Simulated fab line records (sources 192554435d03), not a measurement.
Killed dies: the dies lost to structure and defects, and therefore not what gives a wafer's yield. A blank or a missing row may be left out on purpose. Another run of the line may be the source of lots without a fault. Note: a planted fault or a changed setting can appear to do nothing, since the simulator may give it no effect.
Which of the tools did it? :: flow n5Finfet :: 9 lots with 27 wafers sampled at 6 steps, on a route of 1938 steps

== WHAT THE GAUGES SHOWED, per wafer ==
N5_BEOL_M1_CD_MEAS_18: pitch 36 nm, target cd 18 nm. Usual: 17.99 nm for cdNm, sd 0.27.
lot: L373
measured: day 6 01:53
on: cdSem-01
cdNm (nm): 17.88 17.53 17.96
flag: 

lot: L375
measured: day 6 15:55
on: cdSem-01
cdNm (nm): 17.93 17.80 18.00
flag: 

lot: L376
measured: day 6 22:22
on: cdSem-03
cdNm (nm): 17.84 18.16 18.42
flag: 

lot: L378
measured: day 7 08:59
on: cdSem-03
cdNm (nm): 18.40 17.30 18.39
flag: 

lot: L379
measured: day 7 09:05
on: cdSem-01
cdNm (nm): 18.30 18.19 18.59
flag: 

lot: L381
measured: day 8 04:18
on: cdSem-03
cdNm (nm): 17.77 18.18 17.85
flag: 

lot: L386
measured: day 9 04:59
on: cdSem-02
cdNm (nm): 17.94 18.14 18.23
flag: 

lot: L387
measured: day 9 16:07
on: cdSem-01
cdNm (nm): 17.77 18.49 18.47
flag: 

lot: L395
measured: day 11 23:54
on: cdSem-01
cdNm (nm): 17.78 18.13 17.86
flag: 

N5_BEOL_M1_CD_MEAS_28: target cd y 23.3 nm. Usual: 23.92 nm for cdNm, sd 0.24.
lot: L373
measured: day 6 02:19
on: cdSem-01
cdNm (nm): 23.50 23.82 23.81
flag: 

lot: L375
measured: day 6 16:14
on: cdSem-02
cdNm (nm): 23.73 23.89 24.31
flag: 

lot: L376
measured: day 6 22:43
on: cdSem-03
cdNm (nm): 24.18 23.89 23.90
flag: 

lot: L378
measured: day 7 09:25
on: cdSem-03
cdNm (nm): 23.85 23.92 24.13
flag: 

lot: L379
measured: day 7 09:36
on: cdSem-02
cdNm (nm): 23.51 23.41 23.82
flag: 

lot: L381
measured: day 8 04:45
on: cdSem-03
cdNm (nm): 23.51 23.85 24.23
flag: 

lot: L386
measured: day 9 05:26
on: cdSem-02
cdNm (nm): 23.76 23.78 23.98
flag: 

lot: L387
measured: day 9 16:26
on: cdSem-03
cdNm (nm): 24.01 24.31 23.83
flag: 

lot: L395
measured: day 12 00:21
on: cdSem-01
cdNm (nm): 10.08 10.01 19.68
flag: OFF

N5_BEOL_M4_RC_MEAS_101. Usual: DIBL_N 35.9 mV/V, standard deviation 1.3; DIBL_P 35.9 mV/V, standard deviation 1.6; IOFF_N 0.156 nA/um, standard deviation 0.022; IOFF_P 0.205 nA/um, standard deviation 0.023; ION_N 675 uA/um, standard deviation 9; ION_P 463 uA/um, standard deviation 5.6; SS_N 71.4 mV/dec, standard deviation 0.57; SS_P 73.1 mV/dec, standard deviation 0.52; VT_N 249.7 mV, standard deviation 2.8; VT_P -250.2 mV, standard deviation 2.5.
lot: L373
measured: day 7 11:56
on: prober-01
DIBL_N (mV/V): 36.1 36.0 36.9
DIBL_P (mV/V): 36.4 36.6 37.0
IOFF_N (nA/um): 0.151 0.157 0.162
IOFF_P (nA/um): 0.213 0.220 0.223
ION_N (uA/um): 667 686 670
ION_P (uA/um): 467 468 463
SS_N (mV/dec): 70.4 71.2 71.6
SS_P (mV/dec): 73.2 73.6 73.7
VT_N (mV): 251.6 250.6 251.5
VT_P (mV): -249.9 -249.2 -249.0
flag: 

lot: L375
measured: day 8 12:51
on: prober-02
DIBL_N (mV/V): 37.0 37.4 35.8
DIBL_P (mV/V): 36.3 37.6 35.2
IOFF_N (nA/um): 0.171 0.182 0.143
IOFF_P (nA/um): 0.212 0.231 0.192
ION_N (uA/um): 677 680 673
ION_P (uA/um): 457 462 457
SS_N (mV/dec): 72.1 71.4 71.3
SS_P (mV/dec): 73.2 73.9 73.3
VT_N (mV): 249.5 246.6 249.4
VT_P (mV): -248.3 -246.2 -250.7
flag: 

lot: L376
measured: day 8 10:27
on: prober-02
DIBL_N (mV/V): 35.7 34.0 36.6
DIBL_P (mV/V): 36.3 33.5 37.3
IOFF_N (nA/um): 0.169 0.136 0.185
IOFF_P (nA/um): 0.208 0.173 0.220
ION_N (uA/um): 679 663 680
ION_P (uA/um): 460 454 463
SS_N (mV/dec): 71.8 71.2 72.8
SS_P (mV/dec): 73.6 72.4 72.9
VT_N (mV): 247.4 252.1 247.1
VT_P (mV): -251.9 -254.5 -251.7
flag: 

lot: L378
measured: day 9 08:05
on: prober-01
DIBL_N (mV/V): 37.7 36.2 37.6
DIBL_P (mV/V): 37.3 35.6 38.0
IOFF_N (nA/um): 0.194 0.164 0.195
IOFF_P (nA/um): 0.240 0.216 0.256
ION_N (uA/um): 682 675 681
ION_P (uA/um): 469 465 470
SS_N (mV/dec): 72.6 71.2 71.1
SS_P (mV/dec): 73.0 72.9 73.4
VT_N (mV): 245.2 248.1 243.1
VT_P (mV): -246.3 -247.6 -247.4
flag: 

lot: L379
measured: day 9 07:47
on: prober-02
DIBL_N (mV/V): 35.1 32.9 33.3
DIBL_P (mV/V): 35.5 32.3 33.4
IOFF_N (nA/um): 0.141 0.109 0.113
IOFF_P (nA/um): 0.200 0.162 0.169
ION_N (uA/um): 668 660 665
ION_P (uA/um): 464 461 465
SS_N (mV/dec): 71.0 70.1 71.1
SS_P (mV/dec): 73.1 71.7 72.5
VT_N (mV): 250.5 255.8 254.9
VT_P (mV): -250.8 -251.4 -250.0
flag: 

lot: L381
measured: day 10 06:52
on: prober-02
DIBL_N (mV/V): 37.2 35.3 35.9
DIBL_P (mV/V): 36.4 34.1 35.7
IOFF_N (nA/um): 0.155 0.128 0.136
IOFF_P (nA/um): 0.213 0.190 0.205
ION_N (uA/um): 672 656 661
ION_P (uA/um): 463 456 459
SS_N (mV/dec): 72.2 71.9 71.6
SS_P (mV/dec): 73.2 72.2 73.4
VT_N (mV): 249.8 253.4 250.5
VT_P (mV): -249.4 -249.6 -251.1
flag: 

lot: L386
measured: day 10 19:54
on: prober-02
DIBL_N (mV/V): 37.2 36.3 36.0
DIBL_P (mV/V): 36.7 35.5 35.5
IOFF_N (nA/um): 0.181 0.157 0.153
IOFF_P (nA/um): 0.257 0.219 0.230
ION_N (uA/um): 677 664 669
ION_P (uA/um): 469 464 474
SS_N (mV/dec): 72.4 72.0 71.7
SS_P (mV/dec): 73.4 72.3 73.2
VT_N (mV): 246.8 250.5 252.2
VT_P (mV): -245.6 -248.8 -247.1
flag: 

lot: L387
measured: day 11 16:08
on: prober-02
DIBL_N (mV/V): 35.0 35.4 34.6
DIBL_P (mV/V): 34.1 34.7 34.4
IOFF_N (nA/um): 0.152 0.160 0.155
IOFF_P (nA/um): 0.185 0.192 0.186
ION_N (uA/um): 682 683 685
ION_P (uA/um): 461 458 465
SS_N (mV/dec): 71.5 71.3 71.3
SS_P (mV/dec): 72.6 72.6 72.8
VT_N (mV): 249.4 248.1 248.4
VT_P (mV): -250.4 -252.3 -250.2
flag: 

== WHAT TOOL EACH LOT RAN ON (gives the tool, then ch and the chambers of the sampled wafers, and finally the start) ==
lot: L373
N5_BEOL_M1_DESCUM_16: rieDiel-02 ch 0,1,3, day 6 01:28
N5_BEOL_M1_ETCH_64: rieDiel-02 ch 0,1,3, day 6 01:35
N5_BEOL_M1_EXPOSE_25: euvScanner-01 ch 0, day 6 02:12

lot: L375
N5_BEOL_M1_DESCUM_16: rieDiel-02 ch 0,3, day 6 15:23
N5_BEOL_M1_ETCH_64: rieDiel-02 ch 0,3, day 6 15:30
N5_BEOL_M1_EXPOSE_25: euvScanner-01 ch 0, day 6 16:05

lot: L376
N5_BEOL_M1_DESCUM_16: rieDiel-02 ch 2,3, day 6 21:56
N5_BEOL_M1_ETCH_64: rieDiel-02 ch 2,3, day 6 22:01
N5_BEOL_M1_EXPOSE_25: euvScanner-01 ch 0, day 6 22:34

lot: L378
N5_BEOL_M1_DESCUM_16: rieDiel-02 ch 0,2, day 7 08:26
N5_BEOL_M1_ETCH_64: rieDiel-02 ch 0,2, day 7 08:31
N5_BEOL_M1_EXPOSE_25: euvScanner-02 ch 0, day 7 09:17

lot: L379
N5_BEOL_M1_DESCUM_16: rieDiel-06 ch 1,3, day 7 08:38
N5_BEOL_M1_ETCH_64: rieDiel-06 ch 1,3, day 7 08:43
N5_BEOL_M1_EXPOSE_25: euvScanner-01 ch 0, day 7 09:28

lot: L381
N5_BEOL_M1_DESCUM_16: rieDiel-01 ch 1,3, day 8 03:47
N5_BEOL_M1_ETCH_64: rieDiel-01 ch 1,3, day 8 03:52
N5_BEOL_M1_EXPOSE_25: euvScanner-02 ch 0, day 8 04:37

lot: L386
N5_BEOL_M1_DESCUM_16: rieDiel-06 ch 0,1,3, day 9 04:34
N5_BEOL_M1_ETCH_64: rieDiel-06 ch 0,1,3, day 9 04:38
N5_BEOL_M1_EXPOSE_25: euvScanner-02 ch 0, day 9 05:17

lot: L387
N5_BEOL_M1_DESCUM_16: rieDiel-06 ch 0,2, day 9 15:40
N5_BEOL_M1_ETCH_64: rieDiel-06 ch 0,2, day 9 15:45
N5_BEOL_M1_EXPOSE_25: euvScanner-02 ch 0, day 9 16:17

lot: L395
N5_BEOL_M1_DESCUM_16: rieDiel-02 ch 0,1, day 11 23:28
N5_BEOL_M1_ETCH_64: rieDiel-02 ch 0,1, day 11 23:33
N5_BEOL_M1_EXPOSE_25: euvScanner-01 ch 0, day 12 00:13
- N5_BEOL_M1_DESCUM_16: chemistry O2, time 7 s.
- N5_BEOL_M1_ETCH_64: etches SOC in N2/H2, target depth 75 nm, overetch 15 nm, time 112.5 s.
- N5_BEOL_M1_EXPOSE_25: exposes mask V0, defocus 5 nm, target cd 24 nm.

== AS READ BY THE TOOLS THEMSELVES (means over the sampled wafers that have a number; for cases with no such wafer, the mark the record gives instead) ==
N5_BEOL_M1_DESCUM_16. Usual: chamberPressureMTorr 20.001 mTorr, standard deviation 0.019; drypumpMotorCurrentA 5.7 A, standard deviation 0.44; oesProductAu 0.80 a.u., standard deviation 0.099; rfVppV 243.0 V, standard deviation 1.2; showerheadPlenumPTorr 2.08 Torr, standard deviation 0.059; throttleValvePct 20.34 %, standard deviation 0.14.
lot: L373
tool: rieDiel-02
chamberPressureMTorr (mTorr): 20.007
drypumpMotorCurrentA (A): 5.9
oesProductAu (a.u.): 0.70
rfVppV (V): 243.7
showerheadPlenumPTorr (Torr): 2.10
throttleValvePct (%): 20.49
flag: 

lot: L375
tool: rieDiel-02
chamberPressureMTorr (mTorr): 19.993
drypumpMotorCurrentA (A): 5.9
oesProductAu (a.u.): 0.71
rfVppV (V): 243.0
showerheadPlenumPTorr (Torr): 2.10
throttleValvePct (%): 20.45
flag: 

lot: L376
tool: rieDiel-02
chamberPressureMTorr (mTorr): 19.998
drypumpMotorCurrentA (A): 5.9
oesProductAu (a.u.): 0.91
rfVppV (V): 243.9
showerheadPlenumPTorr (Torr): 2.10
throttleValvePct (%): 20.41
flag: 

lot: L378
tool: rieDiel-02
chamberPressureMTorr (mTorr): 20.002
drypumpMotorCurrentA (A): 6.0
oesProductAu (a.u.): 0.90
rfVppV (V): 243.2
showerheadPlenumPTorr (Torr): 2.06
throttleValvePct (%): 20.44
flag: 

lot: L379
tool: rieDiel-06
chamberPressureMTorr (mTorr): 19.979
drypumpMotorCurrentA (A): 6.1
oesProductAu (a.u.): 0.87
rfVppV (V): 243.5
showerheadPlenumPTorr (Torr): 2.10
throttleValvePct (%): 20.24
flag: 

lot: L381
tool: rieDiel-01
chamberPressureMTorr (mTorr): 20.006
drypumpMotorCurrentA (A): 5.1
oesProductAu (a.u.): 0.80
rfVppV (V): 242.9
showerheadPlenumPTorr (Torr): 2.02
throttleValvePct (%): 20.20
flag: 

lot: L386
tool: rieDiel-06
chamberPressureMTorr (mTorr): 20.004
drypumpMotorCurrentA (A): 6.1
oesProductAu (a.u.): 0.89
rfVppV (V): 243.3
showerheadPlenumPTorr (Torr): 2.10
throttleValvePct (%): 20.26
flag: 

lot: L387
tool: rieDiel-06
chamberPressureMTorr (mTorr): 19.979
drypumpMotorCurrentA (A): 5.7
oesProductAu (a.u.): 0.77
rfVppV (V): 243.3
showerheadPlenumPTorr (Torr): 2.07
throttleValvePct (%): 20.22
flag: 

lot: L395
tool: rieDiel-02
chamberPressureMTorr (mTorr): 20.010
drypumpMotorCurrentA (A): 6.0
oesProductAu (a.u.): 0.84
rfVppV (V): 242.6
showerheadPlenumPTorr (Torr): 2.05
throttleValvePct (%): 20.37
flag: 

N5_BEOL_M1_ETCH_64. Usual: for biasW, 150.0 W with a standard deviation of 0.43; for chamberPressureMTorr, 29.999 mTorr with a standard deviation of 0.025; for drypumpMotorCurrentA, 5.7 A with a standard deviation of 0.44; for oesProductAu, 0.63 a.u. with a standard deviation of 0.074; for rfVppV, 523.5 V with a standard deviation of 2.2; for showerheadPlenumPTorr, 2.53 Torr with a standard deviation of 0.076; for throttleValvePct, 17.73 % with a standard deviation of 0.19.
lot: L373
tool: rieDiel-02
biasW (W): 150.1
chamberPressureMTorr (mTorr): 29.988
drypumpMotorCurrentA (A): 5.9
oesProductAu (a.u.): 0.56
rfVppV (V): 523.6
showerheadPlenumPTorr (Torr): 2.55
throttleValvePct (%): 17.91
flag: 

lot: L375
tool: rieDiel-02
biasW (W): 149.8
chamberPressureMTorr (mTorr): 29.987
drypumpMotorCurrentA (A): 5.8
oesProductAu (a.u.): 0.57
rfVppV (V): 524.1
showerheadPlenumPTorr (Torr): 2.56
throttleValvePct (%): 17.88
flag: 

lot: L376
tool: rieDiel-02
biasW (W): 150.4
chamberPressureMTorr (mTorr): 29.990
drypumpMotorCurrentA (A): 5.9
oesProductAu (a.u.): 0.71
rfVppV (V): 523.9
showerheadPlenumPTorr (Torr): 2.54
throttleValvePct (%): 17.74
flag: 

lot: L378
tool: rieDiel-02
biasW (W): 149.7
chamberPressureMTorr (mTorr): 30.014
drypumpMotorCurrentA (A): 6.0
oesProductAu (a.u.): 0.71
rfVppV (V): 522.8
showerheadPlenumPTorr (Torr): 2.50
throttleValvePct (%): 17.71
flag: 

lot: L379
tool: rieDiel-06
biasW (W): 150.0
chamberPressureMTorr (mTorr): 29.982
drypumpMotorCurrentA (A): 6.1
oesProductAu (a.u.): 0.69
rfVppV (V): 524.8
showerheadPlenumPTorr (Torr): 2.55
throttleValvePct (%): 17.61
flag: 

lot: L381
tool: rieDiel-01
biasW (W): 149.5
chamberPressureMTorr (mTorr): 30.017
drypumpMotorCurrentA (A): 5.1
oesProductAu (a.u.): 0.63
rfVppV (V): 520.7
showerheadPlenumPTorr (Torr): 2.46
throttleValvePct (%): 17.58
flag: 

lot: L386
tool: rieDiel-06
biasW (W): 150.0
chamberPressureMTorr (mTorr): 30.009
drypumpMotorCurrentA (A): 6.1
oesProductAu (a.u.): 0.69
rfVppV (V): 524.2
showerheadPlenumPTorr (Torr): 2.55
throttleValvePct (%): 17.59
flag: 

lot: L387
tool: rieDiel-06
biasW (W): 149.1
chamberPressureMTorr (mTorr): 30.008
drypumpMotorCurrentA (A): 5.7
oesProductAu (a.u.): 0.61
rfVppV (V): 523.0
showerheadPlenumPTorr (Torr): 2.51
throttleValvePct (%): 17.60
flag: 

lot: L395
tool: rieDiel-02
biasW (W): 149.8
chamberPressureMTorr (mTorr): 29.988
drypumpMotorCurrentA (A): 6.0
oesProductAu (a.u.): 0.66
rfVppV (V): 522.6
showerheadPlenumPTorr (Torr): 2.49
throttleValvePct (%): 17.69
flag: 

== THE ANSWER, worked out from the rows above alone ==
Rule: take the mean of a lot's wafers that have a number; if it is more than 3 standard deviations from the usual mean, the lot is off. A lot without any number at a reading at which 4 lots or more have one is off too. All remaining lots with rows at the step are treated as sound. The gauges are gone through in route order, then the tools' own readings, and for those a lot's mean is taken as printed above. At the first step where some lot is off, the reading lying furthest off is the one used; lots without a number count as furthest.
Off: L395 (N5_BEOL_M1_CD_MEAS_28, cdNm).
A tool fits if, at a process step before that reading, it ran every lot that is off, and no sound lot after the first of them. Those tools and the gauges at N5_BEOL_M1_CD_MEAS_28 are tried in the same way. Can't be told from this: 3 tools fit, rieDiel-02 at N5_BEOL_M1_DESCUM_16 and N5_BEOL_M1_ETCH_64, euvScanner-01 at N5_BEOL_M1_EXPOSE_25, cdSem-01 at N5_BEOL_M1_CD_MEAS_28.

== WHAT THE SIMULATOR HAD PUT IN ==
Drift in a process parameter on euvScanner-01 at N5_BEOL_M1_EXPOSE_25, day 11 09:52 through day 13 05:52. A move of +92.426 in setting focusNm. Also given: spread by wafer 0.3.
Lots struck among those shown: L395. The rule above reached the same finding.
